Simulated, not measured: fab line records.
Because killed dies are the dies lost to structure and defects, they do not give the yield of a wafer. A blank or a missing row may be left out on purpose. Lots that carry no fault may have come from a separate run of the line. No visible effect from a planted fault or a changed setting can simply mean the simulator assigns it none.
A lot that was struck, set against a sound lot -- flow n5-finfet -- 14 out of 1938 route steps
Sound: these wafers, L994.1, L994.4, L994.5. Struck: wafer L105.1. (L105.2, L105.5 of the same lot were not struck and are left out.) The cause comes at the end.
For every step that has rows: the tool of each side, followed by ch and its chambers, followed by its first start. Under that, the readings that differ: sound wafers -- struck wafers -- difference of the means -- sigmas: that difference in standard deviations of wafers without a fault.
alike: same words and numbers on both sides, and readings whose means sit less than 2 such deviations apart. not compared: any withheld reading, any reading some wafer has no value for, any bound like >300 that may hide the same value, and any number with overlapping values for which the record gives no deviation.
The two part at a step that has a row with sigmas, a row that says differs or no value, or rows on one side only. Numbers that don't overlap but have no deviation are shown without sigmas and don't part them. Lack of a reading on every wafer of one side parts them only where that side has two or more wafers.

N5_BEOL_M7_OVL_MEAS_29:
  sound on overlay-01 ch 0, day 9 19:54; struck on overlay-02 ch 0, day 12 11:50
  alike: V6_OVL
N5_BEOL_M7_INSPECT_30: inspects for defects (brightfield).
  struck on defect-inspect-01, day 12 11:53; sound on defect-inspect-02, day 9 19:58
  alike: raw-defect-count
N5_BEOL_M7_DESCUM_33: chemistry O2, time 7 s.
  sound on rie-diel-02 ch 1,3, day 9 19:59; struck on rie-diel-02 ch 1, day 12 11:55
reading,sound,struck,difference,sigmas
drypump-motor-current-A (A),6.4 5.2 6.4,5.2,-0.8,-2
  alike: oes-product-au, rf-fwd-power-W, rf-vpp-V, showerhead-plenum-p-Torr, throttle-valve-pct
  not compared: rf-hours-counter-h
N5_BEOL_M7_ETCH_72: etches underlayer in N2/H2, target depth 6.5 nm, time 5.2 s.
  sound on rie-diel-02 ch 1,3, day 9 20:02; struck on rie-diel-02 ch 1, day 12 11:58
reading,sound,struck,difference,sigmas
drypump-motor-current-A (A),6.4 5.2 6.4,5.2,-0.8,-2
  alike: etch-rf-on-time-s, oes-product-au, rf-fwd-power-W, rf-vpp-V, showerhead-plenum-p-Torr, throttle-valve-pct
  not compared: rf-hours-counter-h
then, 6 steps without rows for these wafers: N5_BEOL_M7_ETCH_65 (etches SiARC in CF4, target depth 15.6 nm, time 26 s); N5_BEOL_M7_ETCH_66 (etches SOC in N2/H2, target depth 80 nm, overetch 16 nm, time 120 s); N5_BEOL_M7_STRIP_69 (strips in N2/H2); N5_BEOL_M7_STRIP_73 (strips in N2/H2); N5_BEOL_M7_VIA_ETCH_34 (etches SiCOH lowk in C4F6/O2, target depth 125.5 nm, time 50.5 s); N5_BEOL_M7_STRIP_76 (strips in C4F6/O2).
N5_BEOL_M7_STRIP_36: strips in N2/H2.
  sound on rie-diel-02 ch 1,3, day 9 20:13; struck on rie-diel-02 ch 1, day 12 12:10
reading,sound,struck,difference,sigmas
drypump-motor-current-A (A),6.4 5.2 6.4,5.2,-0.8,-2
  alike: oes-product-au, rf-vpp-V, showerhead-plenum-p-Torr, throttle-valve-pct
  not compared: rf-hours-counter-h
N5_BEOL_M7_TRENCH_ETCH_37: etches SiCOH lowk in C4F6/O2, target depth 93.478 nm, time 31.2 s.
  sound: rie-diel-02 ch 1,3; struck: rie-diel-02 ch 1
reading,sound,struck,difference,sigmas
drypump-motor-current-A (A),6.4 5.2 6.4,5.2,-0.8,-2
rf-fwd-power-W (W),337.0 337.4 337.0,341.1,+4.0,+2
  alike: oes_ar_750_au, oes_o_777_au, oes-product-au, rf-vpp-V, showerhead-plenum-p-Torr, throttle-valve-pct
  not compared: rf-hours-counter-h
N5_BEOL_M7_ETCH_41: etches SiCN in CH3F/O2, target depth 31.9 nm, time 57.8 s.
  sound on rie-diel-02 ch 1,3, day 9 20:18; struck on rie-diel-02 ch 1, day 12 12:14
reading,sound,struck,difference,sigmas
drypump-motor-current-A (A),6.4 5.2 6.4,5.2,-0.8,-2
oes-product-au (a.u.),0.66 0.74 0.66,1.00,+0.31,+3
model.etch.depth-nm (nm),21.16 21.82 21.13,34.98,+13.61,
  alike: rf-fwd-power-W, rf-vpp-V, showerhead-plenum-p-Torr, throttle-valve-pct
  not compared: rf-hours-counter-h
N5_BEOL_M7_STRIP_80: strips in N2/H2, time 10 s.
  sound: rie-diel-02 ch 1,3; struck: rie-diel-02 ch 1
reading,sound,struck,difference,sigmas
drypump-motor-current-A (A),6.4 5.2 6.4,5.2,-0.8,-2
  alike: oes-product-au, rf-vpp-V, showerhead-plenum-p-Torr, throttle-valve-pct
  not compared: rf-hours-counter-h

WHERE THEY PART
Last at N5_BEOL_M7_STRIP_80 as far as this record goes, first at N5_BEOL_M7_DESCUM_33.

WHY: what the simulator had put in
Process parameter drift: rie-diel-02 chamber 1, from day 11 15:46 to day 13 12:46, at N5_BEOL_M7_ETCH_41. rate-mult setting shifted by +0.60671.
